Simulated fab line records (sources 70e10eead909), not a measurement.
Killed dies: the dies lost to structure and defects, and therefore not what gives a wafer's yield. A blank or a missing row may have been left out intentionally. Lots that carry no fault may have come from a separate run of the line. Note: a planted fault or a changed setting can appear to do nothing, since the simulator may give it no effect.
Which tool was responsible? | flow nand-harc | 24 lots with 72 wafers sampled at 5 steps, on a route of 1159 steps

WHAT EACH GAUGE READ, for each wafer
NHARC_P_M1_CD_MEAS_09: target cd 130 nm. Usual: cd-nm 129.8 nm, standard deviation 0.55.
lot  | measured     | on        | cd-nm (nm)        | flag
L074 | day 5 15:53  | cd-sem-02 | 128.9 129.6 128.5 |
L075 | day 6 10:08  | cd-sem-03 | 130.4 130.9 129.8 |
L076 | day 6 10:40  | cd-sem-03 | 129.9 130.5 130.5 |
L077 | day 6 11:49  | cd-sem-03 | 130.5 130.2 129.9 |
L078 | day 7 08:38  | cd-sem-03 | 130.0 129.9 129.5 |
L079 | day 7 10:22  | cd-sem-02 | 129.8 129.1 129.5 |
L080 | day 7 20:08  | cd-sem-02 | 129.7 129.4 130.2 |
L081 | day 8 01:05  | cd-sem-02 | 129.4 129.6 129.9 |
L082 | day 8 07:29  | cd-sem-01 | 129.1 129.8 129.2 |
L083 | day 8 07:52  | cd-sem-02 | 129.7 129.6 129.8 |
L084 | day 8 12:09  | cd-sem-03 | 130.4 129.7 129.6 |
L087 | day 9 03:07  | cd-sem-02 | 130.1 130.6 130.5 |
L085 | day 9 03:49  | cd-sem-03 | 129.8 130.7 129.6 |
L088 | day 9 07:41  | cd-sem-03 | 129.1 129.7 129.5 |
L086 | day 9 15:07  | cd-sem-01 | 130.0 129.2 129.6 |
L090 | day 10 02:20 | cd-sem-02 | 129.3 129.4 129.8 |
L089 | day 10 03:02 | cd-sem-02 | 129.6 129.7 129.8 |
L091 | day 10 10:01 | cd-sem-02 | 129.5 129.7 129.9 |
L092 | day 10 11:06 | cd-sem-02 | 130.0 130.5 130.5 |
L093 | day 10 11:35 | cd-sem-02 | 129.8 130.7 130.7 |
L094 | day 10 23:25 | cd-sem-01 | 129.4 129.8 129.3 |
L095 | day 11 01:34 | cd-sem-03 | 130.3 129.6 129.6 |
L097 | day 11 09:34 | cd-sem-01 | 128.8 129.5 128.7 |
L096 | day 11 09:52 | cd-sem-01 | 129.3 129.8 129.9 |

NHARC_P_M1_OVL_MEAS_10: pitch 260 nm. Usual: overlay-x-nm 0.0 nm, standard deviation 0.83; overlay-y-nm -0.2 nm, standard deviation 0.84.
lot  | measured     | on         | overlay-x-nm (nm) | overlay-y-nm (nm) | flag
L074 | day 5 15:58  | overlay-01 | -1.1 -0.5 -0.5    | 0.9 0.7 0.9       |
L075 | day 6 10:13  | overlay-02 | 1.2 0.5 1.4       | 0.2 0.1 0.2       |
L076 | day 6 10:45  | overlay-02 | -0.5 -0.6 0.2     | 0.0 -0.7 0.2      |
L077 | day 6 11:53  | overlay-01 | 0.8 0.1 0.6       | -0.1 0.2 0.5      |
L078 | day 7 08:43  | overlay-01 | -0.1 0.0 0.4      | -1.0 -1.5 -0.4    |
L079 | day 7 10:27  | overlay-01 | 0.0 0.0 0.1       | 0.7 0.9 0.7       |
L080 | day 7 20:13  | overlay-02 | 2.3 1.5 2.2       | -0.6 -0.5 -1.0    |
L081 | day 8 01:10  | overlay-01 | -1.1 -0.5 -0.7    | -0.9 -1.0 -0.5    |
L082 | day 8 07:35  | overlay-01 | 0.3 -0.4 0.1      | -0.2 0.1 -0.1     |
L083 | day 8 07:57  | overlay-01 | -0.4 0.1 0.1      | -1.4 -1.6 -1.2    |
L084 | day 8 12:14  | overlay-01 | 1.5 1.0 1.4       | -1.2 -1.1 -1.3    |
L087 | day 9 03:12  | overlay-01 | -0.7 -1.2 -1.2    | -1.7 -1.5 -0.9    |
L085 | day 9 03:54  | overlay-01 | -0.3 -1.0 -0.5    | -0.4 -0.2 -0.6    |
L088 | day 9 07:46  | overlay-01 | -0.1 -0.7 -0.3    | -0.2 0.0 -0.4     |
L086 | day 9 15:12  | overlay-02 | -0.3 -0.1 -0.3    | 0.4 0.9 0.8       |
L090 | day 10 02:26 | overlay-01 | -0.5 -0.7 -1.0    | -0.7 -0.6 0.1     |
L089 | day 10 03:07 | overlay-01 | 1.3 1.1 1.3       | -1.4 -1.8 -1.6    |
L091 | day 10 10:05 | overlay-01 | -0.3 0.2 -0.2     | -0.8 -0.1 -1.0    |
L092 | day 10 11:11 | overlay-02 | -0.5 0.0 -0.5     | 1.0 1.4 1.1       |
L093 | day 10 11:40 | overlay-01 | -0.3 -0.4 -0.1    | 0.8 1.2 1.2       |
L094 | day 10 23:30 | overlay-02 | -0.4 -0.9 -0.1    | 0.4 -0.2 -0.3     |
L095 | day 11 01:39 | overlay-01 | -1.2 -1.1 -0.6    | 1.5 1.4 0.8       |
L097 | day 11 09:39 | overlay-01 | -0.1 -0.4 -0.2    | -0.7 -0.7 -0.2    |
L096 | day 11 09:57 | overlay-01 | 0.5 1.3 1.0       | -0.7 -0.7 -0.7    |

NHARC_P_M1_CD_MEAS_16. Usual: cd-nm 129.7 nm, standard deviation 0.68.
lot  | measured     | on        | cd-nm (nm)        | flag
L074 | day 5 16:22  | cd-sem-03 | 128.5 129.2 128.2 |
L075 | day 6 10:37  | cd-sem-02 | 130.5 131.2 129.8 |
L076 | day 6 11:09  | cd-sem-01 | 129.1 130.1 130.9 |
L077 | day 6 12:17  | cd-sem-02 | 130.0 129.4 129.9 |
L078 | day 7 09:07  | cd-sem-03 | 129.9 129.5 128.9 |
L079 | day 7 10:51  | cd-sem-01 | 129.2 129.9 128.8 |
L080 | day 7 20:37  | cd-sem-01 | 129.9 129.5 129.8 |
L081 | day 8 01:34  | cd-sem-01 | 128.3 129.1 129.5 |
L082 | day 8 07:59  | cd-sem-01 | 128.5 129.1 128.7 |
L083 | day 8 08:22  | cd-sem-03 | 129.4 129.7 129.1 |
L084 | day 8 12:38  | cd-sem-03 | 130.6 130.0 129.7 |
L087 | day 9 03:36  | cd-sem-02 | 129.8 130.5 131.4 |
L085 | day 9 04:18  | cd-sem-01 | 129.8 130.6 130.1 |
L088 | day 9 08:11  | cd-sem-02 | 129.6 130.1 129.3 |
L086 | day 9 15:37  | cd-sem-02 | 130.1 129.4 129.4 |
L090 | day 10 02:52 | cd-sem-03 | 129.8 129.5 129.4 |
L089 | day 10 03:31 | cd-sem-01 | 129.4 128.8 128.8 |
L091 | day 10 10:30 | cd-sem-02 | 129.8 129.8 129.4 |
L092 | day 10 11:35 | cd-sem-03 | 129.8 130.3 130.9 |
L093 | day 10 12:04 | cd-sem-02 | 130.8 130.6 130.5 |
L094 | day 10 23:54 | cd-sem-03 | 129.4 130.0 128.7 |
L095 | day 11 02:03 | cd-sem-03 | 130.0 129.2 130.1 |
L097 | day 11 10:03 | cd-sem-01 | 129.0 129.1 128.2 |
L096 | day 11 10:21 | cd-sem-03 | 129.0 128.8 129.9 |

EACH LOT AND THE TOOL THAT RAN IT (in order: tool; ch and the chambers of the sampled wafers; start)
lot  | NHARC_P_CONTACT_DEP_30          | NHARC_P_M0_DEP_32
L074 | pecvd-04 ch 0,2, day 5 05:55    | pecvd-02 ch 0,1, day 5 14:38
L075 | pecvd-03 ch 1,2, day 5 18:44    | pecvd-02 ch 0,1,2, day 6 08:52
L076 | pecvd-01 ch 0,2, day 5 19:25    | pecvd-02 ch 1,2, day 6 09:34
L077 | pecvd-04 ch 1,2, day 6 01:49    | pecvd-02 ch 0,1,2, day 6 10:35
L078 | pecvd-04 ch 0,1,2, day 6 22:05  | pecvd-02 ch 0,1, day 7 07:19
L079 | pecvd-04 ch 0,1, day 7 00:43    | pecvd-04 ch 1,2, day 7 09:11
L080 | pecvd-03 ch 0,1,2, day 7 09:17  | pecvd-03 ch 0,1,2, day 7 19:05
L081 | pecvd-03 ch 0,1, day 7 11:37    | pecvd-04 ch 1,2, day 7 23:56
L082 | pecvd-03 ch 0,1,2, day 7 16:07  | pecvd-02 ch 0,2, day 8 06:14
L083 | pecvd-04 ch 1,2, day 7 16:14    | pecvd-02 ch 0,2, day 8 06:38
L084 | pecvd-01 ch 0,2, day 8 02:16    | pecvd-04 ch 0,1, day 8 11:05
L087 | pecvd-03 ch 0,1,2, day 8 17:20  | pecvd-02 ch 1,2, day 9 01:59
L085 | pecvd-04 ch 0,1, day 8 17:43    | pecvd-02 ch 1,2, day 9 02:36
L088 | pecvd-03 ch 0,1,2, day 8 18:09  | pecvd-02 ch 0,1, day 9 05:59
L086 | pecvd-04 ch 0,2, day 8 23:45    | pecvd-02 ch 1,2, day 9 13:58
L090 | pecvd-03 ch 0,1, day 9 12:01    | pecvd-03 ch 0,1, day 10 01:11
L089 | pecvd-03 ch 0,1,2, day 9 13:56  | pecvd-03 ch 0,1,2, day 10 01:49
L091 | pecvd-03 ch 0,1,2, day 9 20:05  | pecvd-02 ch 0,1,2, day 10 08:47
L092 | pecvd-03 ch 0,1, day 9 23:13    | pecvd-04 ch 0,1, day 10 09:52
L093 | pecvd-03 ch 1,2, day 10 00:05   | pecvd-03 ch 0,2, day 10 10:22
L094 | pecvd-01 ch 0,1,2, day 10 12:03 | pecvd-04 ch 0,2, day 10 22:15
L095 | pecvd-04 ch 0,2, day 10 15:52   | pecvd-03 ch 0,1,2, day 11 00:23
L097 | pecvd-04 ch 0,1,2, day 10 22:50 | pecvd-03 ch 0,1,2, day 11 08:20
L096 | pecvd-04 ch 0,1,2, day 10 23:33 | pecvd-04 ch 0,1,2, day 11 08:41
- NHARC_P_CONTACT_DEP_30: deposits SiNx, target thk 30 nm.
- NHARC_P_M0_DEP_32: deposits SiCN, target thk 30 nm.

AS READ BY THE TOOLS THEMSELVES (means over the sampled wafers that have a number; for cases with no such wafer, the mark the record gives instead)
NHARC_P_CONTACT_DEP_30. Usual: heater-power-w 737 W, standard deviation 78.
lot  | tool     | heater-power-w (W) | flag
L074 | pecvd-04 | 749                |
L075 | pecvd-03 | 656                |
L076 | pecvd-01 | 793                |
L077 | pecvd-04 | 795                |
L078 | pecvd-04 | 808                |
L079 | pecvd-04 | 687                |
L080 | pecvd-03 | 713                |
L081 | pecvd-03 | 763                |
L082 | pecvd-03 | 704                |
L083 | pecvd-04 | 751                |
L084 | pecvd-01 | 794                |
L087 | pecvd-03 | 711                |
L085 | pecvd-04 | 780                |
L088 | pecvd-03 | 667                |
L086 | pecvd-04 | 821                |
L090 | pecvd-03 | 690                |
L089 | pecvd-03 | 644                |
L091 | pecvd-03 | 707                |
L092 | pecvd-03 | 761                |
L093 | pecvd-03 | 728                |
L094 | pecvd-01 | 771                |
L095 | pecvd-04 | 789                |
L097 | pecvd-04 | 750                |
L096 | pecvd-04 | 742                |

NHARC_P_M0_DEP_32. Usual: heater-power-w 581 W, standard deviation 64.
lot  | tool     | heater-power-w (W) | flag
L074 | pecvd-02 | 561                |
L075 | pecvd-02 | 563                |
L076 | pecvd-02 | 563                |
L077 | pecvd-02 | 548                |
L078 | pecvd-02 | 569                |
L079 | pecvd-04 | 687                |
L080 | pecvd-03 | 519                |
L081 | pecvd-04 | 608                |
L082 | pecvd-02 | 591                |
L083 | pecvd-02 | 565                |
L084 | pecvd-04 | 655                |
L087 | pecvd-02 | 609                |
L085 | pecvd-02 | 567                |
L088 | pecvd-02 | 532                |
L086 | pecvd-02 | 542                |
L090 | pecvd-03 | 625                |
L089 | pecvd-03 | 560                |
L091 | pecvd-02 | 563                |
L092 | pecvd-04 | 588                |
L093 | pecvd-03 | 541                |
L094 | pecvd-04 | 663                |
L095 | pecvd-03 | 557                |
L097 | pecvd-03 | 551                |
L096 | pecvd-04 | 669                |

THE ANSWER, worked out from the rows above alone
Rule: lot off if the mean of its wafers having a number is beyond 3 standard deviations from the usual mean. A lot without any number at a reading at which 4 lots or more have one is off too. The other lots that the step has rows for count as sound. The gauges are gone through in route order, then the tools' own readings, and for those a lot's mean is taken as printed above. At the first step where some lot is off, the reading lying furthest off is the one used; lots without a number count as furthest.
No lot is off on any of the readings shown, so nothing can be concluded from this.

WHAT HAD BEEN PUT IN BY THE SIMULATOR
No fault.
